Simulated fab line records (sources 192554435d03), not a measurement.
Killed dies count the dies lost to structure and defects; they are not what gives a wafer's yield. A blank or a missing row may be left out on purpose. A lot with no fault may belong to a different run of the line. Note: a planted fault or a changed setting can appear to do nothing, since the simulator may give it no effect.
A lot that was struck, set against a sound lot + flow n5 finfet + 15 steps out of a route of 1938
Sound: the wafers L484.1, L484.4, L484.5. Wafers L476.1, L476.3, L476.4 were the ones struck. The cause is named last.
At each step with rows: each side's tool, then ch and its chambers, then its first start. Under that, the readings that differ: sound wafers + struck wafers + difference of the means + sigmas: that difference in standard deviations of wafers without a fault.
alike: a reading whose means differ by less than 2 such deviations, as well as words and numbers matching on both sides. not compared: withheld readings; readings where some wafer has no value; bounds like >300 that might hide an equal value; numbers whose values overlap and for which the record gives no deviation.
The two part at a step that has a row with sigmas, a row that says differs or no value, or rows on one side only. Numbers that don't overlap but have no deviation are shown without sigmas and don't part them. A reading that every wafer of one side lacks parts them only if that side has two wafers or more.

first, 4 steps without rows for these wafers: N5_BEOL_M4_SOFTBAKE_23 (time 60 s); N5_BEOL_M4_EXPOSE_25 (exposes mask V3, defocus 5 nm); N5_BEOL_M4_PEB_26 (peb time 60 s); N5_BEOL_M4_DEVELOP_27 (develop time 30 s).
N5_BEOL_M4_CD_MEAS_28: target cd 26.2 nm, target cd y 24.1 nm.
  sound on cd sem-01 ch 0, day 11 23:47; struck on cd sem-03 ch 0, day 10 16:12
  alike: cd nm
N5_BEOL_M4_OVL_MEAS_29:
  sound on overlay-01 ch 0, day 11 23:49; struck on overlay-01 ch 0, day 10 16:14
  alike: V3_OVL
N5_BEOL_M4_INSPECT_30: inspects for defects (brightfield).
  struck on defect inspect-01, day 10 16:17; sound on defect inspect-01, day 11 23:52
  alike: raw defect count
N5_BEOL_M4_DESCUM_33: chemistry O2, time 7 s.
  sound on rie diel-05 ch 1,2,3, day 11 23:54; struck on rie diel-01 ch 0,1,2, day 10 16:19
  alike: drypump motor current A, oes product au, rf vpp V, showerhead plenum p Torr, throttle valve pct
  not compared: rf hours counter h
N5_BEOL_M4_ETCH_77: etches underlayer in N2/H2, target depth 6.5 nm, time 5.2 s.
  sound on rie diel-05 ch 1,2,3, day 11 23:56; struck on rie diel-01 ch 0,1,2, day 10 16:22
  alike: drypump motor current A, etch rf on time s, oes product au, rf vpp V, showerhead plenum p Torr, throttle valve pct
  not compared: rf hours counter h
N5_BEOL_M4_ETCH_69: etches SiARC in CF4, target depth 15.6 nm, time 26 s.
  sound on rie diel-05 ch 1,2,3, day 11 23:57; struck on rie diel-01 ch 0,1,2, day 10 16:23
  alike: drypump motor current A, etch rf on time s, mfc ar sccm, oes product au, rf vpp V, showerhead plenum p Torr, throttle valve pct
  not compared: rf hours counter h
N5_BEOL_M4_ALD_98: deposits SiO2, target thk 2.5 nm, pulse time 1 s, co reactant pulse time 1 s.
  sound on ald sin-04 ch 1,2,3, day 12 00:11; struck on ald sin-03 ch 0,1,2, day 10 16:28
  alike: heater power outer w, heater power w, precursor pulse height rel
N5_BEOL_M4_ETCHBACK_99: etches SiO2 in CHF3, target depth 5 nm, time 10.4 s.
  sound on rie diel-05 ch 1,3, day 12 04:05; struck on rie diel-01 ch 1,2,3, day 10 17:19
  alike: drypump motor current A, mfc ar sccm, oes product au, rf vpp V, showerhead plenum p Torr, throttle valve pct
  not compared: rf hours counter h
N5_BEOL_M4_ETCH_70: etches SOC in N2/H2, target depth 80 nm, overetch 24 nm, time 130 s.
  sound on rie diel-05 ch 1,3, day 12 04:07; struck on rie diel-01 ch 1,2,3, day 10 17:21
| reading    | sound             | struck            | difference | sigmas |
|------------|-------------------|-------------------|------------|--------|
| temp c (C) | 39.94 39.97 40.01 | 40.47 40.82 40.59 | +0.65      | +7     |
  alike: drypump motor current A, oes product au, rf vpp V, showerhead plenum p Torr, throttle valve pct
  not compared: rf hours counter h
then, 1 step without rows for these wafers: N5_BEOL_M4_STRIP_71 (strips in N2/H2).
N5_BEOL_M4_RC_MEAS_101:
  sound on prober-01 ch 0, day 12 10:19; struck on prober-01 ch 0, day 10 22:06
  alike: DIBL_N, DIBL_P, IOFF_N, IOFF_P, ION_N, ION_P, SS_N, SS_P, VT_N, VT_P

== WHERE THEY PART ==
Only at N5_BEOL_M4_ETCH_70, within this record. Later steps at which nothing parts them and some readings are alike: N5_BEOL_M4_RC_MEAS_101.

WHY: what had been put in by the simulator
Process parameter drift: rie diel-01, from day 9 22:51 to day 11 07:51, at N5_BEOL_M4_ETCH_70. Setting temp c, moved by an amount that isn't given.
